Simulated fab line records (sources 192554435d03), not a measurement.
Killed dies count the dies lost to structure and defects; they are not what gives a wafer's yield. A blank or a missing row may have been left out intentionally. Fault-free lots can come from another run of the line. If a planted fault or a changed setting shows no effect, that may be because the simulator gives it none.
fab line records	flow n5_finfet
[record] lots = 4	wafers = 12	last_day = 14
route steps=1938 shown BEOL_M4@1099 BEOL_M5@1112 BEOL_M15@1814 PASSIVATION@1936
lots untouched by any fault: they come from a run of this same line in which no faults occurred
start_h: hours from the record's first day to the start of the lot's first wafer shown	wait_h: hours elapsed since this lot's preceding step	" repeats the value in the row above	L1.1+2: a single row standing in for several wafers	- either no value or no given start	* or withheld: withheld	< > ~ a bound
route shown NAME@n: names a module that has steps shown in the file, with the first one's number in the route	usual: mean/standard deviation of fault-free wafers	same: alike in all rows	chamber/n: place in a boat	sites: the reading at each site	_std_site: their standard deviation	_edge_site: mean of outer sites minus mean of inner sites	radius_mm: for every site, how far away it sits from the centre of the wafer	mask NAME#n: copy n	behind: tool/chamber where the wafer was last shaped	hold: what put the lot on hold/how long, in hours/how the hold closed	device: whichever transistor did not switch (one of n, p or np)	end of line: the tests these same wafers got at the end of their route	a step given without rows: its recipe and nothing more	killed: dies that structure and defects cost at the first sort, which is not the same as the wafer's yield	map: the dies of a wafer, with x for killed, . for not killed, _ for no die there
set.NAME: setting as actually run; set.NAME@STEP: the setting as run at that earlier step	model.NAME: the simulator's own value behind a step, which no gauge read
lots seen at some steps along the route; tables by step, rows by wafer
services: from which hour (start_h, from the record's first day; less than 0 if before it) a tool's chamber was out of use, for how many hours, and why
[[steps]]
[step N5_BEOL_M4_ANNEAL_95]
[recipe] temp_c = 400	time_s = 240	ambient = vacuum
[step N5_BEOL_M4_SPUTTER_96]
[recipe] material = Cu	target_thk_a = 45	temp_c = -20	chamber_pressure_pa = 0.07	power_w = withheld	time_s = 8.29
[step N5_BEOL_M4_ECD_50]
[recipe] material = Cu	target_thk_a = 3000
[step N5_BEOL_M4_ANNEAL_51]
[recipe] temp_c = 225	time_s = 90	ambient = N2
[step N5_BEOL_M4_CMP_52]
[recipe] stop_on = SiOC	t_overpolish_s = 6.8	down_force_psi = 1	platen_rpm = 50	clearing_platen_down_force_psi = 1.5	clearing_platen_rpm = 50	post_cmp_clean = cu_alkaline	target_thk_nm = 40	clearing_platen_pad_velocity_m_s = 0.99484	pad_velocity_m_s = 0.99484
[step N5_BEOL_M4_PRE_CLEAN_60]
[recipe] gas = NH3/H2	time_s = 15	temp_c = *	rf_power_w = 300
[step N5_BEOL_M4_CO_CAP_55]
[recipe] material = Co	target_thk_a = 20	temp_c = 200	precursor = CCTBA/H2	pressure_torr = 30	time_s = 102.1
[step N5_BEOL_M4_PRE_CLEAN_56]
[recipe] gas = NH3	time_s = 15	temp_c = withheld	rf_power_w = 300
[step N5_BEOL_M4_DEP_57]
[recipe] material = SiCN	target_thk_a = 80	temp_c = withheld	precursor = 3MS/NH3	pressure_torr = 3	rf_w = 202	time_s = 14
[step N5_BEOL_M4_RC_MEAS_101]
[usual] DIBL_N = 36.4/1.2	DIBL_P = 36.1/1.6	IOFF_N = 0.156/0.024	IOFF_P = 0.21/0.031	ION_N = 674/11	ION_P = 463/6.9	SS_N = 71.5/0.5	SS_P = 73.2/0.55	VT_N = 250.0/2.9	VT_P = -250/3.6
lot.wafer	tool	chamber	start_h	wait_h	DIBL_N[mV/V]	DIBL_P[mV/V]	IOFF_N[nA/um]	IOFF_P[nA/um]	ION_N[uA/um]	ION_P[uA/um]	SS_N[mV/dec]	SS_P[mV/dec]	VT_N[mV]	VT_P[mV]
L309.1	prober-02	0	195.83	0.0	37.4	37.2	0.192	0.26	690	480	71.0	74.1	246.9	-245
L309.4	"	0	"	"	36.2	35.9	0.174	0.22	694	472	71.1	74.0	248.1	-247
L309.5	"	0	"	"	36.4	36.8	0.175	0.26	692	478	70.6	74.5	248.4	-245
L311.1	prober-02	0	222.04	0.0	37.5	36.4	0.172	0.22	685	467	71.2	73.5	246.1	-250
L311.2	"	0	"	"	37.3	35.5	0.169	0.21	681	462	71.3	73.1	249.6	-248
L311.4	"	0	"	"	36.9	35.9	0.167	0.21	681	466	71.2	73.2	246.6	-248
L312.1	prober-02	0	225.98	0.1	35.2	35.4	0.147	0.20	665	464	71.7	72.7	250.9	-251
L312.3	"	0	"	"	33.9	33.3	0.121	0.17	663	458	71.1	72.6	254.2	-253
L312.4	"	0	"	"	35.5	35.5	0.149	0.20	664	464	71.2	73.1	251.3	-248
L314.2	prober-01	0	227.44	0.2	35.3	34.5	0.137	0.20	660	460	71.8	72.8	252.2	-252
L314.4	"	0	"	"	33.5	31.6	0.109	0.17	656	457	70.6	71.7	255.9	-253
L314.6	"	0	"	"	35.7	34.9	0.156	0.21	666	457	71.6	73.5	250.9	-250
[step N5_BEOL_M5_ILD_DEP_00]
[recipe] material = SiCOH_lowk	target_thk_a = 1406.4	temp_c = 300	precursor = DEMS/porogen	pressure_torr = 5	rf_w = 500	time_s = 25.9
[step N5_BEOL_M5_CURE_79]
[recipe] temp_c = 385	time_s = 240	ambient = He/Ar	material = SiCOH_lowk
[step N5_BEOL_M5_PECVD_70]
[recipe] material = SiO2	target_thk_a = 160	temp_c = 400	precursor = TEOS/O2	pressure_torr = 5.5	rf_w = 450	teos_flow_sccm = 53.8	gas = O2	flow_sccm = 3000	time_s = 18
[step N5_BEOL_M5_HM_DEP_02]
[recipe] material = TiN	target_thk_a = 200	temp_c = 25	chamber_pressure_pa = 0.49996
[step N5_BEOL_M5_COAT_59]
[recipe] resist = SOC	temp_c = 250	time_s = 60	spin_rpm = 1500	resist_thk_nm = 60
[step N5_BEOL_M5_COAT_60]
[recipe] resist = SiARC	temp_c = 220	time_s = 60	spin_rpm = 1500	resist_thk_nm = 12
[step N5_BEOL_M5_COAT_71]
[recipe] resist = underlayer	temp_c = 205	time_s = 60	spin_rpm = 1500	resist_thk_nm = 5
[step N5_BEOL_M5_COAT_05]
[recipe] resist = CAR-EUV	spin_rpm = 1500	resist_thk_nm = 30
[step N5_BEOL_M5_EBR_07]
[recipe] solvent = PGMEA	ebr_width_mm = 1.5
[step N5_BEOL_M5_SOFTBAKE_06]
[recipe] temp_c = 110	time_s = 60	resist = CAR-EUV
[step N5_BEOL_M5_EXPOSE_08]
[recipe] mask_id = M5	na = 0.33	source_shape = annular	sigma_inner = 0.4	sigma_outer = 0.8	polarization = unpolarized	target_cd_nm = 28	dose_mj = 35.75
[step N5_BEOL_M5_PEB_09]
[recipe] peb_temp_c = 100	peb_time_s = 60	resist = CAR-EUV
[step N5_BEOL_M5_DEVELOP_10]
[recipe] develop_time_s = 30	developer = TMAH	resist = CAR-EUV	rinse_liquid = surfactant_rinse	dry = air_spin	dev_temp_c = 23
[step N5_BEOL_M5_DESCUM_16]
[recipe] chemistry = O2	time_s = 7	source_power_w = 50	bias_power_w = 20	pressure_mtorr = 20	rf_frequency_hz = 2.712e+07	temp_c = 40	resist = CAR-EUV	o2_flow_sccm = 225
[step N5_BEOL_M5_ETCH_72]
[recipe] chemistry = N2/H2	target = underlayer	target_depth_a = 65	mask_material = CAR-EUV	time_s = 5.2	ion_energy_ev = 200	pressure_mtorr = 30	source_w = 840	bias_w = 150	n2_flow_sccm = 200	h2_flow_sccm = 200	ends = cleared
[step N5_BEOL_M5_ETCH_61]
[recipe] chemistry = CF4	target = SiARC	target_depth_a = 156	mask_material = CAR-EUV	time_s = 26	ion_energy_ev = 80	pressure_mtorr = 40	source_w = 545	bias_w = 36	Ar_flow_sccm = 100	cf4_flow_sccm = 100	ends = cleared
[step N5_BEOL_M5_ETCH_62]
[recipe] chemistry = N2/H2	target = SOC	target_depth_a = 750	overetch_a = 150	mask_material = SiARC	temp_c = 40	time_s = 112.5	ion_energy_ev = 200	pressure_mtorr = 30	source_w = 840	bias_w = 150	n2_flow_sccm = 200	h2_flow_sccm = 200
[step N5_BEOL_M5_STRIP_63]
[recipe] chemistry = N2/H2	temp_c = 40	n2_flow_sccm = 200	h2_flow_sccm = 200	rf_frequency_hz = 6e+07
[step N5_BEOL_M5_STRIP_73]
[recipe] chemistry = N2/H2	temp_c = 40	n2_flow_sccm = 200	h2_flow_sccm = 200	rf_frequency_hz = 6e+07
[step N5_BEOL_M5_STRIP_64]
[recipe] chemistry = CF4	resist = SiARC	power_w = 300	bias_power_w = 75	pressure_mtorr = 50	cf4_flow_sccm = 150	rf_frequency_hz = 6e+07
[step N5_BEOL_M5_HM_OPEN_17]
[recipe] chemistry = Cl2/BCl3	target_depth_a = 200	overetch_a = 60	target = TiN	mask_material = SOC	ion_energy_ev = 150	pressure_mtorr = 10	icp_w = 1000	bias_w = 126	Cl2_flow_sccm = 53.25	bcl3_flow_sccm = 21.75	Ar_flow_sccm = 25
[step N5_BEOL_M5_STRIP_19]
[recipe] chemistry = O2	power_w = 400	temp_c = 40	pressure_mtorr = 30	rf_frequency_hz = 6e+07	bias_power_w = 0	overash_fraction = 0.2	o2_flow_sccm = 225
[step N5_BEOL_M5_COAT_65]
[recipe] resist = SOC	temp_c = 250	time_s = 60	spin_rpm = 1500	resist_thk_nm = 60
[step N5_BEOL_M5_COAT_66]
[recipe] resist = SiARC	temp_c = 220	time_s = 60	spin_rpm = 1500	resist_thk_nm = 12
[step N5_BEOL_M15_ETCH_38]
[recipe] chemistry = CF4/N2	target = SiCN	target_depth_a = 1064	taper_deg = 2	time_s = 120.5	ion_energy_ev = 150	mask_material = SiO2	pressure_mtorr = 40	source_w = 430	bias_w = 70	Ar_flow_sccm = 100	cf4_flow_sccm = 60	n2_flow_sccm = 60
[usual] bias_w = 70.03/0.19	cf4_flow_sccm = 59.99/0.18	drypump_motor_current_A = 5.6/0.39	oes_product_au = 0.78/0.094	rf_vpp_V = 381.9/1.9	showerhead_plenum_p_Torr = 2.19/0.068	throttle_valve_pct = 15.50/0.27
lot.wafer	tool	chamber	start_h	wait_h	bias_w	cf4_flow_sccm	drypump_motor_current_A	oes_product_au	rf_hours_counter_h	rf_vpp_V	showerhead_plenum_p_Torr	throttle_valve_pct	model.SiO2_of_BEOL_M15_ILD_DEP_00.thk_nm
L309.1	rie_diel-05	3	281.47	-	-	-	-	-	-	-	-	-	1612
L309.4	"	2	"	"	-	-	-	-	-	-	-	-	1636
L309.5	"	1	"	"	-	-	-	-	-	-	-	-	1649
L311.1	rie_diel-04	3	305.07	-	-	-	-	-	-	-	-	-	1618
L311.2	"	1	"	"	-	-	-	-	-	-	-	-	1623
L311.4	"	2	"	"	-	-	-	-	-	-	-	-	1658
L314.2	rie_diel-04	2	313.74	-	69.69	60.16	6.6	0.88	40	379.6	2.14	15.49	1548
L314.4	"	3	"	"	70.06	59.87	5.1	0.74	182	383.0	2.20	15.80	1583
L314.6	"	2	"	"	70.16	60.18	6.6	0.89	-	381.4	2.14	15.52	1558
L312.1	rie_diel-05	3	314.30	-	69.94	59.90	5.6	0.79	131	380.4	2.12	15.27	1556
L312.3	"	0	"	"	69.82	60.36	6.0	0.69	237	383.0	2.26	15.96	1576
L312.4	"	2	"	"	69.90	60.09	5.1	0.82	88	382.0	2.22	15.40	1595
[step N5_BEOL_M15_CMP_49]
[recipe] stop_on = SiO2	t_overpolish_s = 4.9	down_force_psi = 2	platen_rpm = 80	clearing_platen_down_force_psi = 2	clearing_platen_rpm = 80	post_cmp_clean = cu_alkaline	target_thk_nm = 850	clearing_platen_pad_velocity_m_s = 1.5917	pad_velocity_m_s = 1.5917
[usual] motor_current_A = 8.2/0.72
lot.wafer	tool	chamber	start_h	wait_h	motor_current_A	model.SiO2_of_BEOL_M15_ILD_DEP_00.thk_nm
L309.1	cmp-01	1	283.18	0.3	8.1	1597
L309.4	"	2	"	"	8.6	1621
L309.5	"	1	"	"	8.3	1634
L311.1	cmp-01	2	307.02	0.3	8.5	1603
L311.2	"	3	"	"	8.3	1608
L311.4	"	0	"	"	9.5	1643
L314.2	cmp-01	1	315.71	0.2	7.8	1533
L314.4	"	2	"	"	8.5	1568
L314.6	"	2	"	"	8.6	1543
L312.4	cmp-03	0	316.01	0.2	8.9	1580
L312.1	"	1	"	"	7.8	1541
L312.3	"	2	"	"	7.1	1561
[step N5_PASSIVATION_PROBE_49]
[usual] defect_limited_yield = 91.4/1.5	killed_at_M0_to_M3 = 31/11	killed_at_M4_up = 13/5.5	killed_at_contacts = 13/6.3	killed_at_front_end = 40/13	killed_at_other = 3.3/2.6	killed_dies = 101/18	killed_on_rim = 13/4	killed_open = 67/13	killed_short = 33/7.9	sort_bin_5_function = 5.1/1	sort_bin_6_memory = 3.2/0.68	sort_n_pass = 1079/18	sort_yield_pct = 91.4/1.5
[same] gross_dies = 1180	killed_at_back_side = 0	sort_bin_4_leakage[%] = 0	sort_bin_8_speed[%] = 0
lot.wafer	tool	chamber	start_h	wait_h	defect_limited_yield[%]	killed_at_M0_to_M3	killed_at_M4_up	killed_at_contacts	killed_at_front_end	killed_at_other	killed_dies	killed_on_rim	killed_open	killed_short	sort_bin_5_function[%]	sort_bin_6_memory[%]	sort_n_pass	sort_yield_pct[%]
L309.1	prober-01	-	298.42	0.0	0	35	1101	16	25	3	1180	152	69	30	97.4	2.5	0	0
L309.4	prober-01	-	298.57	0.2	0	46	1076	15	36	7	1180	152	77	39	95.4	4.4	0	0
L309.5	prober-01	-	298.62	0.2	0	49	1079	8	43	1	1180	152	84	45	95.8	3.9	0	0
L311.1	prober-02	-	323.61	0.1	0	35	1088	21	35	1	1180	152	73	28	95.9	3.9	0	0
L311.2	prober-02	-	323.66	0.1	0	18	1115	18	27	2	1180	152	48	22	97.8	2.0	0	0
L311.4	prober-02	-	323.76	0.2	0	26	1111	14	29	0	1180	152	56	21	97.5	2.4	0	0
L314.2	prober-02	-	333.43	0.1	93.9	15	7	13	34	3	72	14	42	30	3.9	2.1	1108	93.9
L314.4	prober-02	-	333.53	0.2	89.8	37	16	18	43	6	120	9	82	38	6.3	3.6	1060	89.8
L314.6	prober-02	-	333.63	0.3	94.1	12	10	18	26	4	70	7	47	23	3.4	2.2	1110	94.1
L312.1	prober-01	-	333.74	0.0	92.5	22	3	16	43	5	89	8	70	19	3.7	3.7	1091	92.5
L312.3	prober-01	-	333.84	0.1	92.5	24	9	13	38	4	88	11	65	21	4.4	3.0	1092	92.5
L312.4	prober-01	-	333.89	0.2	92.5	14	4	24	43	4	89	11	58	30	4.1	3.2	1091	92.5
// killed by level:class
L309.1 BEOL_M15:area_etch=1080 BEOL_M0_SAQP:geometric_particle:open=15 MOL_CONTACT_COAG:geometric_particle:open=11 BEOL_M0_SAQP:geometric_particle:short=8 FIN_SAQP:geometric_particle:open=6 BEOL_M2:geometric_particle:open=6 BEOL_M4:geometric_particle:open=6 STI_FIN_REVEAL:geometric_particle:open=5
L309.4 BEOL_M15:area_etch=1063 MOL_CONTACT_COAG:geometric_particle:open=13 BEOL_M0_SAQP:geometric_particle:open=10 BEOL_M0_SAQP:geometric_particle:short=10 STI_FIN_REVEAL:geometric_particle:open=9 FIN_SAQP:geometric_particle:open=8 BEOL_M3:geometric_particle:open=8 BEOL_M4:geometric_particle:open=5
L309.5 BEOL_M15:area_etch=1049 BEOL_M4:geometric_particle:open=22 BEOL_M3:geometric_particle:open=16 STI_FIN_REVEAL:geometric_particle:open=11 BEOL_M0_SAQP:geometric_particle:open=11 BEOL_M0_SAQP:geometric_particle:short=11 FIN_SAQP:geometric_particle:short=10 MOL_CONTACT_COAG:geometric_particle:open=7
L311.1 BEOL_M15:area_etch=1079 MOL_CONTACT_COAG:geometric_particle:open=17 BEOL_M0_SAQP:geometric_particle:open=12 STI_FIN_REVEAL:geometric_particle:open=10 BEOL_M0_SAQP:geometric_particle:short=8 BEOL_M2:geometric_particle:open=7 GATE_CUT:geometric_particle:open=5 DUMMY_GATE:geometric_particle:open=4
L311.2 BEOL_M15:area_etch=1110 MOL_CONTACT_COAG:geometric_particle:open=15 STI_FIN_REVEAL:geometric_particle:open=8 FIN_SAQP:geometric_particle:short=7 BEOL_M2:geometric_particle:open=5 FIN_SAQP:geometric_particle:open=3 BEOL_M0_SAQP:geometric_particle:open=3 MOL_CONTACT_COAG:geometric_particle:short=3
L311.4 BEOL_M15:area_etch=1103 MOL_CONTACT_COAG:geometric_particle:open=11 STI_FIN_REVEAL:geometric_particle:open=9 BEOL_M2:geometric_particle:open=7 BEOL_M3:geometric_particle:open=6 BEOL_M1:geometric_particle:open=6 FIN_SAQP:geometric_particle:short=4 FIN_SAQP:geometric_particle:open=3
L314.2 MOL_CONTACT_COAG:geometric_particle:open=12 FIN_SAQP:geometric_particle:short=11 STI_FIN_REVEAL:geometric_particle:open=9 GATE_CUT:geometric_particle:short=6 BEOL_M2:geometric_particle:open=4 FIN_SAQP:geometric_particle:open=3 BEOL_M0_SAQP:geometric_particle:short=3 BEOL_M5:geometric_particle:open=3
L314.4 MOL_CONTACT_COAG:geometric_particle:open=17 FIN_SAQP:geometric_particle:open=15 FIN_SAQP:geometric_particle:short=11 BEOL_M0_SAQP:geometric_particle:short=9 BEOL_M3:geometric_particle:open=8 BEOL_M5:geometric_particle:open=6 BEOL_M0_SAQP:geometric_particle:open=6 BEOL_M0:geometric_particle:open=5
L314.6 MOL_CONTACT_COAG:geometric_particle:open=17 FIN_SAQP:geometric_particle:short=7 STI_FIN_REVEAL:geometric_particle:open=4 FIN_SAQP:geometric_particle:open=3 BEOL_M0:geometric_particle:open=3 BEOL_M2:geometric_particle:open=3 BEOL_M3:geometric_particle:open=3 BEOL_M7:geometric_particle:open=3
L312.1 MOL_CONTACT_COAG:geometric_particle:open=14 STI_FIN_REVEAL:geometric_particle:open=13 STARTING-WAFER:geometric_particle:open=8 FIN_SAQP:geometric_particle:open=7 BEOL_M3:geometric_particle:open=6 BEOL_M0_SAQP:geometric_particle:open=5 DUMMY_GATE:geometric_particle:open=4 GATE_CUT:geometric_particle:short=3
L312.3 FIN_SAQP:geometric_particle:open=13 MOL_CONTACT_COAG:geometric_particle:open=11 BEOL_M3:geometric_particle:open=11 STI_FIN_REVEAL:geometric_particle:open=7 FIN_SAQP:geometric_particle:short=4 SPACER0:geometric_particle:open=4 FIN_CUT:geometric_particle:short=2 DUMMY_GATE:geometric_particle:open=2
L312.4 MOL_CONTACT_COAG:geometric_particle:open=16 STI_FIN_REVEAL:geometric_particle:open=12 FIN_SAQP:geometric_particle:open=11 MOL_CONTACT_COAG:geometric_particle:short=8 FIN_SAQP:geometric_particle:short=7 BEOL_M2:geometric_particle:open=6 GATE_CUT:geometric_particle:short=3 BEOL_M0_SAQP:geometric_particle:short=3
// map L309.1 (x killed, . not)
_________________xxxxxxxxxxxx________________
______________xxxxxxxxxxxxxxxxxx_____________
___________xxxxxxxxxxxxxxxxxxxxxxxx__________
__________xxxxxxxxxxxxxxxxxxxxxxxxxx_________
________xxxxxxxxxxxxxxxxxxxxxxxxxxxxxx_______
_______xxxxxxxxxxxxxxxxxxxxxxxxxxxxxxxx______
______xxxxxxxxxxxxxxxxxxxxxxxxxxxxxxxxxx_____
_____xxxxxxxxxxxxxxxxxxxxxxxxxxxxxxxxxxxx____
____xxxxxxxxxxxxxxxxxxxxxxxxxxxxxxxxxxxxxx___
___xxxxxxxxxxxxxxxxxxxxxxxxxxxxxxxxxxxxxxxx__
___xxxxxxxxxxxxxxxxxxxxxxxxxxxxxxxxxxxxxxxx__
__xxxxxxxxxxxxxxxxxxxxxxxxxxxxxxxxxxxxxxxxxx_
__xxxxxxxxxxxxxxxxxxxxxxxxxxxxxxxxxxxxxxxxxx_
_xxxxxxxxxxxxxxxxxxxxxxxxxxxxxxxxxxxxxxxxxxxx
_xxxxxxxxxxxxxxxxxxxxxxxxxxxxxxxxxxxxxxxxxxxx
_xxxxxxxxxxxxxxxxxxxxxxxxxxxxxxxxxxxxxxxxxxxx
_xxxxxxxxxxxxxxxxxxxxxxxxxxxxxxxxxxxxxxxxxxxx
_xxxxxxxxxxxxxxxxxxxxxxxxxxxxxxxxxxxxxxxxxxxx
_xxxxxxxxxxxxxxxxxxxxxxxxxxxxxxxxxxxxxxxxxxxx
_xxxxxxxxxxxxxxxxxxxxxxxxxxxxxxxxxxxxxxxxxxxx
_xxxxxxxxxxxxxxxxxxxxxxxxxxxxxxxxxxxxxxxxxxxx
__xxxxxxxxxxxxxxxxxxxxxxxxxxxxxxxxxxxxxxxxxx_
__xxxxxxxxxxxxxxxxxxxxxxxxxxxxxxxxxxxxxxxxxx_
___xxxxxxxxxxxxxxxxxxxxxxxxxxxxxxxxxxxxxxxx__
___xxxxxxxxxxxxxxxxxxxxxxxxxxxxxxxxxxxxxxxx__
____xxxxxxxxxxxxxxxxxxxxxxxxxxxxxxxxxxxxxx___
_____xxxxxxxxxxxxxxxxxxxxxxxxxxxxxxxxxxxx____
______xxxxxxxxxxxxxxxxxxxxxxxxxxxxxxxxxx_____
_______xxxxxxxxxxxxxxxxxxxxxxxxxxxxxxxx______
________xxxxxxxxxxxxxxxxxxxxxxxxxxxxxx_______
__________xxxxxxxxxxxxxxxxxxxxxxxxxx_________
___________xxxxxxxxxxxxxxxxxxxxxxxx__________
______________xxxxxxxxxxxxxxxxxx_____________
_________________xxxxxxxxxxxx________________
// map L311.1 (x killed, . not)
_________________xxxxxxxxxxxx________________
______________xxxxxxxxxxxxxxxxxx_____________
___________xxxxxxxxxxxxxxxxxxxxxxxx__________
__________xxxxxxxxxxxxxxxxxxxxxxxxxx_________
________xxxxxxxxxxxxxxxxxxxxxxxxxxxxxx_______
_______xxxxxxxxxxxxxxxxxxxxxxxxxxxxxxxx______
______xxxxxxxxxxxxxxxxxxxxxxxxxxxxxxxxxx_____
_____xxxxxxxxxxxxxxxxxxxxxxxxxxxxxxxxxxxx____
____xxxxxxxxxxxxxxxxxxxxxxxxxxxxxxxxxxxxxx___
___xxxxxxxxxxxxxxxxxxxxxxxxxxxxxxxxxxxxxxxx__
___xxxxxxxxxxxxxxxxxxxxxxxxxxxxxxxxxxxxxxxx__
__xxxxxxxxxxxxxxxxxxxxxxxxxxxxxxxxxxxxxxxxxx_
__xxxxxxxxxxxxxxxxxxxxxxxxxxxxxxxxxxxxxxxxxx_
_xxxxxxxxxxxxxxxxxxxxxxxxxxxxxxxxxxxxxxxxxxxx
_xxxxxxxxxxxxxxxxxxxxxxxxxxxxxxxxxxxxxxxxxxxx
_xxxxxxxxxxxxxxxxxxxxxxxxxxxxxxxxxxxxxxxxxxxx
_xxxxxxxxxxxxxxxxxxxxxxxxxxxxxxxxxxxxxxxxxxxx
_xxxxxxxxxxxxxxxxxxxxxxxxxxxxxxxxxxxxxxxxxxxx
_xxxxxxxxxxxxxxxxxxxxxxxxxxxxxxxxxxxxxxxxxxxx
_xxxxxxxxxxxxxxxxxxxxxxxxxxxxxxxxxxxxxxxxxxxx
_xxxxxxxxxxxxxxxxxxxxxxxxxxxxxxxxxxxxxxxxxxxx
__xxxxxxxxxxxxxxxxxxxxxxxxxxxxxxxxxxxxxxxxxx_
__xxxxxxxxxxxxxxxxxxxxxxxxxxxxxxxxxxxxxxxxxx_
___xxxxxxxxxxxxxxxxxxxxxxxxxxxxxxxxxxxxxxxx__
___xxxxxxxxxxxxxxxxxxxxxxxxxxxxxxxxxxxxxxxx__
____xxxxxxxxxxxxxxxxxxxxxxxxxxxxxxxxxxxxxx___
_____xxxxxxxxxxxxxxxxxxxxxxxxxxxxxxxxxxxx____
______xxxxxxxxxxxxxxxxxxxxxxxxxxxxxxxxxx_____
_______xxxxxxxxxxxxxxxxxxxxxxxxxxxxxxxx______
________xxxxxxxxxxxxxxxxxxxxxxxxxxxxxx_______
__________xxxxxxxxxxxxxxxxxxxxxxxxxx_________
___________xxxxxxxxxxxxxxxxxxxxxxxx__________
______________xxxxxxxxxxxxxxxxxx_____________
_________________xxxxxxxxxxxx________________
[[services]]
tool	chamber	start_h	hours	kind
cmp-03	-	263.00	0.4	repair
cmp-01	-	279.26	2.2	repair
rie_diel-04	-	284.96	14.6	pm
[[key]]
[first_sign] step = N5_BEOL_M15_ETCH_38	reading = tool_record	direction = missing
[effect] step = N5_PASSIVATION_PROBE_49	reading = killed_at_M4_up	direction = up	sigmas = 99+	usual = 13	struck = 1095
[model_effect] step = N5_BEOL_M15_ETCH_38	value = SiO2_of_BEOL_M15_ILD_DEP_00.thk_nm	without = 1568	struck = 1633
[model_effect] step = N5_BEOL_M15_CMP_49	value = SiO2_of_BEOL_M15_ILD_DEP_00.thk_nm	without = 1553	struck = 1618
[more_kills_born_at] N5_BEOL_M15_ETCH_38@rie_diel-04 = 3292	N5_BEOL_M15_ETCH_38@rie_diel-05 = 3192
met_at N5_BEOL_M15_ETCH_38
struck_wafers L309.1,L309.4,L309.5,L311.1,L311.2,L311.4
later_rows_left_out L309.1,L309.4,L309.5,L311.1,L311.2,L311.4
[fault] kind = skipped_step_whole	tool = rie_diel-04,rie_diel-05	chamber = -	onset_h = 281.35	steps = N5_BEOL_M15_ETCH_38	scope = struck_lots_only
// later_rows_left_out: the simulator's readings of these wafers behind a module that went badly wrong aren't trusted and aren't shown, but for the sort
